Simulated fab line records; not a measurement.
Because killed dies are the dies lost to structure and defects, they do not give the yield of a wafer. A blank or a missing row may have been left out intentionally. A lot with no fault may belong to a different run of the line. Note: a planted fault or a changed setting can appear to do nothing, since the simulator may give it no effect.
fab line records    flow n5_finfet
record lots=7  wafers=21
route steps=1938 shown WELL_APT@21 FIN_SAQP@96 DUMMY_GATE@221
start_h: hours from the record's first day to the start of the lot's first wafer shown    wait_h: hours since the lot's step before    " the same as in the row above    L1.1+2: a single row standing in for several wafers    - no value, or no start given    * or withheld: withheld    < > ~ a bound
route shown NAME@n: NAME is a module with steps in the file, n the number in the route of the first one    usual: the fault-free wafers' mean and standard deviation    same: alike in all rows    chamber/n: place in a boat    sites: the reading at each site    _std_site: the standard deviation of these    _edge_site: the outer-site mean with the inner-site mean subtracted    radius_mm: how far each site lies from the wafer's centre    mask NAME#n: copy n    behind: the most recent tool/chamber to have shaped the wafer    hold: why the lot went on hold/how many hours it stayed there/how the hold came to an end    device: the transistor (n, p or np) that didn't switch    end of line: the route-end tests of the same wafers    step lacking rows: just its recipe    killed: the dies lost at the first sort to structure and to defects; this is not the yield of the wafer    map: the dies of a wafer, with x for killed, . for not killed, _ for no die there
set.NAME: the setting that was run; set.NAME@STEP: the one run at that earlier step    model.NAME: the simulator's own value behind a step, which no gauge read
lots run with intentionally changed settings; tables by step, rows by wafer
## steps
# step N5_WELL_APT_COAT_02
# recipe spin_rpm=1357  resist_thk_nm=950
lot.wafer  tool            chamber  start_h  wait_h  set.spin_rpm  model.coat_of_WELL_APT_COAT_02.thk_nm
L076.1     litho_track-04  0        -        -       1286          974.6
L076.3     "               0        "        "       1357          953.1
L076.6     "               0        "        "       1357          954
L078.2+6   litho_track-02  0        -        -       1357          948.8
L078.3     "               0        "        "       1357          949.3
L080.1     litho_track-02  0        -        -       1357          952.1
L080.5     "               0        "        "       1299          970.9
L080.6     "               0        "        "       1299          973.8
L085.1     litho_track-04  0        -        -       1357          955.6
L085.2     "               0        "        "       1357          956.3
L085.4     "               0        "        "       1427          931.9
L086.1     litho_track-04  0        -        -       1357          954
L086.4     "               0        "        "       1291          980.2
L086.6     "               0        "        "       1291          981
L093.2     litho_track-02  0        -        -       1357          949.7
L093.5     "               0        "        "       1502          902.8
L093.6     "               0        "        "       1502          902.2
L094.1     litho_track-03  0        -        -       1357          953.8
L094.4     "               0        "        "       1357          950.9
L094.6     "               0        "        "       1357          951.1
# step N5_FIN_SAQP_HM_DEP_03
# recipe material=SiNx  target_thk_a=380  temp_c=400  precursor=SiH4/NH3/N2  pressure_torr=1.5  rf_w=300  time_s=33.6
lot.wafer  tool      chamber  start_h  wait_h  set.time_s  model.SiNx_of_FIN_SAQP_HM_DEP_03.thk_nm
L076.1     pecvd-01  0        33.85    0.3     37.98       42.94
L076.3     "         2        "        "       33.6        38.19
L076.6     "         1        "        "       37.98       43.41
L078.2     pecvd-01  0        44.56    0.2     33.6        37.58
L078.3     "         0        "        "       33.6        37.89
L078.6     "         1        "        "       33.6        37.56
L080.1     pecvd-04  1        57.15    0.2     37.56       41.95
L080.5     "         0        "        "       37.56       42.71
L080.6     "         1        "        "       33.6        37.9
L085.1     pecvd-01  0        89.52    0.2     38.56       42.15
L085.2     "         2        "        "       38.56       42.65
L085.4     "         0        "        "       33.6        37.93
L086.1     pecvd-03  1        93.57    0.2     33.6        37.94
L086.4     "         2        "        "       33.6        38.54
L086.6     "         1        "        "       33.6        38.27
L093.2     pecvd-01  0        134.74   0.2     38.36       43.5
L093.5     "         2        "        "       38.36       43.42
L093.6     "         0        "        "       38.36       43.71
L094.1     pecvd-03  0        140.82   0.2     37.74       42.89
L094.4     "         0        "        "       33.6        38.72
L094.6     "         1        "        "       33.6        38.74
# step N5_FIN_SAQP_THK_MEAS_05
# usual thk_nm=38.1/0.46
lot.wafer  tool           chamber  start_h  wait_h  set.time_s@FIN_SAQP_HM_DEP_03  thk_nm
L076.1     film_metro-01  -        33.93    0.1     37.98                          42.9
L076.3     "              -        "        "       33.6                           38.2
L076.6     "              -        "        "       37.98                          43.4
L078.2     film_metro-01  -        44.68    0.1     33.6                           37.5
L078.3     "              -        "        "       33.6                           37.9
L078.6     "              -        "        "       33.6                           37.5
L080.1     film_metro-01  -        57.24    0.1     37.56                          41.9
L080.5     "              -        "        "       37.56                          42.7
L080.6     "              -        "        "       33.6                           37.9
L085.1     film_metro-02  -        89.61    0.1     38.56                          42.1
L085.2     "              -        "        "       38.56                          42.6
L085.4     "              -        "        "       33.6                           37.9
L086.1     film_metro-01  -        93.65    0.1     33.6                           37.9
L086.4     "              -        "        "       33.6                           38.5
L086.6     "              -        "        "       33.6                           38.2
L093.2     film_metro-02  -        134.82   0.1     38.36                          43.5
L093.5     "              -        "        "       38.36                          43.4
L093.6     "              -        "        "       38.36                          43.7
L094.1     film_metro-02  -        140.91   0.1     37.74                          42.9
L094.4     "              -        "        "       33.6                           38.7
L094.6     "              -        "        "       33.6                           38.7
# step N5_FIN_SAQP_PECVD_06
# recipe material=a-Si  target_thk_a=600  temp_c=400  precursor=SiH4/He  pressure_torr=3  rf_w=100  time_s=48.1
lot.wafer  tool      chamber  start_h  wait_h  set.time_s  model.a-Si_of_FIN_SAQP_PECVD_06.thk_nm
L076.1     pecvd-04  2        34.05    0.0     48.1        59.97
L076.3     "         0        "        "       48.1        59.82
L076.6     "         1        "        "       48.1        61.06
L078.2     pecvd-04  2        44.84    0.0     48.1        59.27
L078.3     "         0        "        "       48.1        60.57
L078.6     "         2        "        "       48.1        60.55
L080.1     pecvd-03  1        57.36    0.0     44.33       55.57
L080.5     "         1        "        "       48.1        60.96
L080.6     "         0        "        "       48.1        61.13
L085.1     pecvd-03  2        89.73    0.0     48.1        60.49
L085.2     "         0        "        "       48.1        59.63
L085.4     "         0        "        "       48.1        61.1
L086.1     pecvd-04  1        93.77    0.0     54.17       66.5
L086.4     "         2        "        "       48.1        59.92
L086.6     "         1        "        "       54.17       67.64
L093.2     pecvd-03  0        134.94   0.0     48.1        59.68
L093.5     "         0        "        "       48.1        61.44
L093.6     "         1        "        "       53.38       68.07
L094.1     pecvd-01  1        141.03   0.0     48.1        60.09
L094.4     "         1        "        "       52.84       66.62
L094.6     "         0        "        "       52.84       66.65
# step N5_FIN_SAQP_THK_MEAS_07
# usual thk_nm=59.9/0.76
lot.wafer  tool           chamber  start_h  wait_h  set.time_s@FIN_SAQP_PECVD_06  thk_nm
L076.1     film_metro-01  -        34.14    0.1     48.1                          60.0
L076.3     "              -        "        "       48.1                          59.9
L076.6     "              -        "        "       48.1                          61.0
L078.2     film_metro-01  -        44.95    0.1     48.1                          59.2
L078.3     "              -        "        "       48.1                          60.6
L078.6     "              -        "        "       48.1                          60.5
L080.1     film_metro-01  -        57.45    0.1     44.33                         55.6
L080.5     "              -        "        "       48.1                          61.0
L080.6     "              -        "        "       48.1                          61.2
L085.1     film_metro-01  -        89.81    0.1     48.1                          60.5
L085.2     "              -        "        "       48.1                          59.7
L085.4     "              -        "        "       48.1                          61.1
L086.1     film_metro-02  -        93.86    0.1     54.17                         66.5
L086.4     "              -        "        "       48.1                          59.9
L086.6     "              -        "        "       54.17                         67.7
L093.2     film_metro-02  -        135.03   0.1     48.1                          59.7
L093.5     "              -        "        "       48.1                          61.5
L093.6     "              -        "        "       53.38                         68.1
L094.1     film_metro-01  -        141.12   0.1     48.1                          60.0
L094.4     "              -        "        "       52.84                         66.6
L094.6     "              -        "        "       52.84                         66.6
# step N5_FIN_SAQP_HM_DEP_72
# recipe material=SiO2  target_thk_a=120  temp_c=400  precursor=SiH4/N2O  pressure_torr=0.75  rf_w=275  time_s=7.2
# step N5_FIN_SAQP_COAT_49
# recipe resist=SOC  temp_c=250  time_s=60  spin_rpm=1500  resist_thk_nm=100
# step N5_FIN_SAQP_HM_OPEN_73
# recipe chemistry=CHF3/O2  target=SiO2  stop_on=a-Si  target_depth_a=120  over_etch_frac=1.8  mask_material=SOC  time_s=16.8  pressure_mtorr=30  source_w=650  bias_w=170  Ar_flow_sccm=200  CHF3_flow_sccm=50  O2_flow_sccm=5  ion_energy_ev=200  ends=end_point
# step N5_FIN_SAQP_STRIP_74
# recipe chemistry=CHF3/O2  resist=SiARC  rf_frequency_hz=6e+07
# step N5_FIN_SAQP_MANDREL_ETCH_22
# recipe target_depth_a=600  chemistry=HBr/Cl2  target=a-Si  stop_on=SiNx  bt_time_s=10  over_etch_frac=0.5  time_s=30  pressure_mtorr=10  icp_w=800  bias_w=75  HBr_flow_sccm=150  Cl2_flow_sccm=80  ends=end_point
lot.wafer  tool       chamber  start_h  wait_h  set.time_s@FIN_SAQP_PECVD_06  model.etch.depth_nm
L076.1     rie_si-05  0        34.88    0.0     48.1                          59.97
L076.3     "          3        "        "       48.1                          59.81
L076.6     "          3        "        "       48.1                          61.02
L078.2     rie_si-05  3        46.08    0.0     48.1                          59.27
L078.3     "          1        "        "       48.1                          60.57
L078.6     "          2        "        "       48.1                          60.55
L080.1     rie_si-05  1        58.47    0.0     44.33                         55.57
L080.5     "          3        "        "       48.1                          60.91
L080.6     "          2        "        "       48.1                          61.13
L085.1     rie_si-06  2        91.02    0.0     48.1                          60.49
L085.2     "          0        "        "       48.1                          59.62
L085.4     "          1        "        "       48.1                          61.04
L086.1     rie_si-03  0        94.90    0.0     54.17                         66.49
L086.4     "          3        "        "       48.1                          59.92
L086.6     "          0        "        "       54.17                         67.61
L093.2     rie_si-05  2        135.90   0.0     48.1                          59.67
L093.5     "          2        "        "       48.1                          61.43
L093.6     "          0        "        "       53.38                         68.07
L094.1     rie_si-05  1        142.83   0.0     48.1                          60.09
L094.4     "          2        "        "       52.84                         66.6
L094.6     "          1        "        "       52.84                         66.65
# step N5_FIN_SAQP_SPACER1_ALD_24
# recipe material=SiO2  target_thk_a=203  temp_c=300  ald_precursor_family=BDEAS  ald_co_reactant=O2-plasma  pulse_time_s=1  purge_time_s=2  co_reactant_purge_time_s=2  ald_cycles=218  pressure_torr=2
lot.wafer   tool        chamber  start_h  wait_h  set.temp_c
L076.1      ald_sin-02  0        35.69    0.3     292.7
L076.3+6    "           3,0      "        "       300
L078.2+3+6  ald_sin-02  1,0,0    47.13    0.5     300
L080.1+5    ald_sin-01  3,0      59.80    0.7     300
L080.6      "           3        "        "       288
L085.1+2    ald_sin-01  0,1      92.39    0.8     300
L085.4      "           2        "        "       306.7
L086.1+4    ald_sin-01  0,3      95.97    0.3     296.3
L086.6      "           0        "        "       300
L093.2+5    ald_sin-03  2        136.70   0.3     310
L093.6      "           1        "        "       300
L094.1+6    ald_sin-03  2,3      143.63   0.3     300
L094.4      "           1        "        "       293.7
# step N5_FIN_SAQP_SPACER1_ETCHBACK_25
# recipe chemistry=CHF3/O2  mode=anisotropic_etchback  target=SiO2  target_depth_a=244  time_s=12.2  pressure_mtorr=30  source_w=650  bias_w=170  Ar_flow_sccm=200  CHF3_flow_sccm=50  O2_flow_sccm=5  ion_energy_ev=200
# step N5_FIN_SAQP_MANDREL1_REMOVE_56
# recipe chemistry=HBr/Cl2/O2  bt_time_s=10  target=a-Si  stop_on=SiNx  endpoint=OES-SiCl  over_etch_frac=1  icp_w=600  bias_w=22  HBr_flow_sccm=150  Cl2_flow_sccm=80  O2_flow_sccm=5  pressure_mtorr=10
lot.wafer  tool       chamber  start_h  wait_h  set.temp_c@FIN_SAQP_SPACER1_ALD_24  model.FIN_SAQP.cd_nm
L076.1     rie_si-03  2        36.49    0.1     292.7                               21
L076.3     "          0        "        "       300                                 20.4
L076.6     "          3        "        "       300                                 20.2
L078.2+3   rie_si-03  2,3      48.00    0.1     300                                 20.2
L078.6     "          1        "        "       300                                 20.4
L080.1+5   rie_si-06  0,2      60.61    0.1     300                                 20.2
L080.6     "          3        "        "       288                                 21.2
L085.1     rie_si-06  0        93.22    0.1     300                                 20.4
L085.2     "          3        "        "       300                                 20.2
L085.4     "          3        "        "       306.7                               20
L086.1+4   rie_si-03  1,0      96.78    0.1     296.3                               20.8
L086.6     "          1        "        "       300                                 20.4
L093.2     rie_si-03  2        137.51   0.1     310                                 20
L093.5     "          1        "        "       310                                 20.2
L093.6     "          0        "        "       300                                 20.4
L094.1+6   rie_si-05  2        145.12   0.1     300                                 20.4
L094.4     "          0        "        "       293.7                               20.6
# step N5_FIN_SAQP_COAT_68
# recipe resist=SOC  temp_c=250  time_s=60  spin_rpm=1500  resist_thk_nm=100
lot.wafer   tool            chamber  start_h  wait_h  set.temp_c
L076.1      litho_track-03  0        37.25    0.3     250
L076.3+6    "               0        "        "       259.5
L078.2+3+6  litho_track-03  0        48.84    0.3     250
L080.1+5+6  litho_track-01  0        61.37    0.3     250
L085.1      litho_track-01  0        94.10    0.3     250
L085.2+4    "               0        "        "       239
L086.1+4    litho_track-02  0        97.54    0.3     254.9
L086.6      "               0        "        "       250
L093.2+5+6  litho_track-02  0        138.28   0.3     250
L094.1+4+6  litho_track-02  0        145.97   0.3     250
# step N5_FIN_SAQP_ETCH_69
# recipe chemistry=N2/H2  target=SOC  target_depth_a=1500  stop_on=SiNx  ion_energy_ev=100  bias_w=61  pressure_mtorr=30  source_w=850  n2_flow_sccm=200  h2_flow_sccm=200
# step N5_FIN_SAQP_ETCH_67
# recipe chemistry=CH3F/O2  target=SiNx  target_depth_a=300  mask_material=SOC  pressure_mtorr=30  source_w=395  bias_w=73  Ar_flow_sccm=150  CH3F_flow_sccm=30  O2_flow_sccm=20  ion_energy_ev=120
# step N5_FIN_SAQP_MANDREL2_REMOVE_60
# recipe chemistry=HBr/Cl2/O2  bt_time_s=10  target=a-Si  stop_on=SiNx  endpoint=OES-SiCl  over_etch_frac=1  icp_w=600  bias_w=22  HBr_flow_sccm=150  Cl2_flow_sccm=80  O2_flow_sccm=5  pressure_mtorr=10
# step N5_FIN_SAQP_HM_OPEN_33
# recipe chemistry=CH3F/O2  target=SiNx  mask_material=SiO2  target_depth_a=494  time_s=70.6  pressure_mtorr=30  source_w=395  bias_w=73  Ar_flow_sccm=150  CH3F_flow_sccm=30  O2_flow_sccm=20  ion_energy_ev=120  ends=cleared
# usual etch_rf_on_time_s=69.2/1
lot.wafer  tool         chamber  start_h  wait_h  set.time_s@FIN_SAQP_HM_DEP_03  etch_rf_on_time_s  model.etch.depth_nm
L076.1     rie_diel-01  2        38.20    0.0     37.98                          77.3               42.28
L076.3     "            1        "        "       33.6                           70.2               37.45
L076.6     "            3        "        "       37.98                          79.3               42.67
L078.2     rie_diel-01  0        50.12    0.2     33.6                           69.7               36.92
L078.3     "            2        "        "       33.6                           69.5               37.16
L078.6     "            2        "        "       33.6                           68.5               36.9
L080.1     rie_diel-03  3        62.45    0.1     37.56                          76.8               41.32
L080.5     "            2        "        "       37.56                          77.6               42.09
L080.6     "            3        "        "       33.6                           69.0               37.24
L085.1     rie_diel-03  3        95.91    0.0     38.56                          77.7               41.52
L085.2     "            0        "        "       38.56                          79.6               42.02
L085.4     "            1        "        "       33.6                           69.3               37.26
L086.1     rie_diel-02  2        98.53    0.0     33.6                           70.3               37.32
L086.4     "            3        "        "       33.6                           70.2               37.86
L086.6     "            0        "        "       33.6                           69.3               37.64
L093.2     rie_diel-02  2        139.60   0.1     38.36                          79.1               42.76
L093.5     "            3        "        "       38.36                          79.6               42.76
L093.6     "            0        "        "       38.36                          79.3               42.99
L094.1     rie_diel-02  0        147.65   0.2     37.74                          77.7               42.27
L094.4     "            2        "        "       33.6                           69.1               37.98
L094.6     "            1        "        "       33.6                           69.4               38
# step N5_FIN_SAQP_ETCH_34
# recipe chemistry=C4F6/O2  target=SiO2  target_depth_a=450  time_s=15  ion_energy_ev=250  pressure_mtorr=30  source_w=345  bias_w=185  Ar_flow_sccm=300  C4F6_flow_sccm=10  O2_flow_sccm=10  ends=cleared
# step N5_FIN_SAQP_STRIP_77
# recipe chemistry=N2/H2  time_s=90  power_w=100  temp_c=40  pressure_mtorr=100  rf_frequency_hz=6e+07  bias_power_w=3  n2_flow_sccm=300  h2_flow_sccm=300
# step N5_FIN_SAQP_ETCH_64
# recipe chemistry=CF4  target=SiO2  target_depth_a=15  ion_energy_ev=350  pressure_mtorr=10  icp_w=800  bias_w=400  cf4_flow_sccm=80
# step N5_FIN_SAQP_FIN_ETCH_36
# recipe chemistry=HBr/Cl2/O2  target_depth_a=1200  mask_material=SiNx  time_s=50.4  bias_w=102  pressure_mtorr=10  icp_w=800  HBr_flow_sccm=150  Cl2_flow_sccm=80  O2_flow_sccm=12
lot.wafer  tool       chamber  start_h  wait_h  set.time_s@FIN_SAQP_HM_DEP_03  model.SiNx_of_FIN_SAQP_HM_DEP_03.thk_nm
L076.1     rie_si-03  1        38.48    0.0     37.98                          26
L076.3     "          2        "        "       33.6                           21.2
L076.6     "          1        "        "       37.98                          26.4
L078.2     rie_si-05  1        50.40    0.0     33.6                           20.8
L078.3     "          0        "        "       33.6                           21
L078.6     "          0        "        "       33.6                           20.6
L080.1     rie_si-06  0        62.74    0.0     37.56                          25
L080.5     "          0        "        "       37.56                          25.8
L080.6     "          3        "        "       33.6                           21.2
L085.1     rie_si-05  3        96.20    0.0     38.56                          25.4
L085.2     "          2        "        "       38.56                          25.8
L085.4     "          1        "        "       33.6                           21.2
L086.1     rie_si-03  0        98.81    0.0     33.6                           20.6
L086.4+6   "          2,1      "        "       33.6                           21.4
L093.2     rie_si-06  3        139.89   0.0     38.36                          26.8
L093.5+6   "          2,1      "        "       38.36                          26.6
L094.1     rie_si-05  0        147.93   0.0     37.74                          26
L094.4+6   "          2,3      "        "       33.6                           22
# step N5_DUMMY_GATE_PECVD_30
# recipe material=SiO2  target_thk_a=550  temp_c=400  precursor=TEOS/O2  pressure_torr=6.5  rf_w=withheld  teos_flow_sccm=withheld  gas=O2  flow_sccm=2650  time_s=10.8
lot.wafer  tool      chamber  start_h  wait_h  set.time_s  model.SiO2_of_DUMMY_GATE_PECVD_30.thk_nm
L076.1     pecvd-04  1        58.31    0.0     10.8        54.6
L076.3     "         0        "        "       10.8        54.4
L076.6     "         1        "        "       10.8        55.4
L078.2     pecvd-01  2        69.71    0.0     10.8        55
L078.3     "         0        "        "       10.8        54
L078.6     "         2        "        "       10.8        55.4
L080.1     pecvd-01  1        81.94    0.0     10.8        54.4
L080.5     "         2        "        "       9.528       49
L080.6     "         0        "        "       10.8        55.2
L085.1     pecvd-01  0        114.83   0.0     9.92        50.6
L085.2     "         1        "        "       10.8        54.8
L085.4     "         2        "        "       9.92        51.2
L086.1     pecvd-04  1        118.46   0.0     10.8        53.6
L086.4     "         1        "        "       10.8        55.2
L086.6     "         0        "        "       10.8        54.4
L093.2     pecvd-04  0        159.36   0.0     10.8        54.4
L093.5     "         0        "        "       9.582       49.6
L093.6     "         1        "        "       10.8        55.2
L094.1     pecvd-04  2        169.93   0.0     10.8        54.6
L094.4     "         1        "        "       10.8        55.6
L094.6     "         2        "        "       10.8        55.4
## key
split step=N5_WELL_APT_COAT_02  setting=spin_rpm  stated=1357  by=wafer
response step=N5_WELL_APT_COAT_02  reading=model.coat_of_WELL_APT_COAT_02.thk_nm  change=-4.54  per=1%  r=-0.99
split step=N5_FIN_SAQP_HM_DEP_03  setting=time_s  stated=33.6  by=wafer
response step=N5_FIN_SAQP_HM_DEP_03  reading=model.SiNx_of_FIN_SAQP_HM_DEP_03.thk_nm  change=+0.346  per=1%  r=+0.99
response step=N5_FIN_SAQP_THK_MEAS_05  reading=thk_nm  change=*  per=1%  r=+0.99
response step=N5_FIN_SAQP_HM_OPEN_33  reading=etch_rf_on_time_s  change=*  per=1%  r=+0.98
response step=N5_FIN_SAQP_HM_OPEN_33  reading=model.etch.depth_nm  change=+0.35  per=1%  r=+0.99
response step=N5_FIN_SAQP_FIN_ETCH_36  reading=model.SiNx_of_FIN_SAQP_HM_DEP_03.thk_nm  change=+0.337  per=1%  r=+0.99
split step=N5_FIN_SAQP_PECVD_06  setting=time_s  stated=48.1  by=wafer
response step=N5_FIN_SAQP_PECVD_06  reading=model.a-Si_of_FIN_SAQP_PECVD_06.thk_nm  change=+0.639  per=1%  r=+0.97
response step=N5_FIN_SAQP_THK_MEAS_07  reading=thk_nm  change=*  per=1%  r=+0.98
response step=N5_FIN_SAQP_MANDREL_ETCH_22  reading=model.etch.depth_nm  change=+0.638  per=1%  r=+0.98
split step=N5_FIN_SAQP_SPACER1_ALD_24  setting=temp_c  stated=300  by=wafer
response step=N5_FIN_SAQP_MANDREL1_REMOVE_56  reading=model.FIN_SAQP.cd_nm  change=-0.189  per=1%  r=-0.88
split step=N5_FIN_SAQP_COAT_68  setting=temp_c  stated=250  by=wafer
response none clear
split step=N5_DUMMY_GATE_PECVD_30  setting=time_s  stated=10.8  by=wafer
response step=N5_DUMMY_GATE_PECVD_30  reading=model.SiO2_of_DUMMY_GATE_PECVD_30.thk_nm  change=+0.478  per=1%  r=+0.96
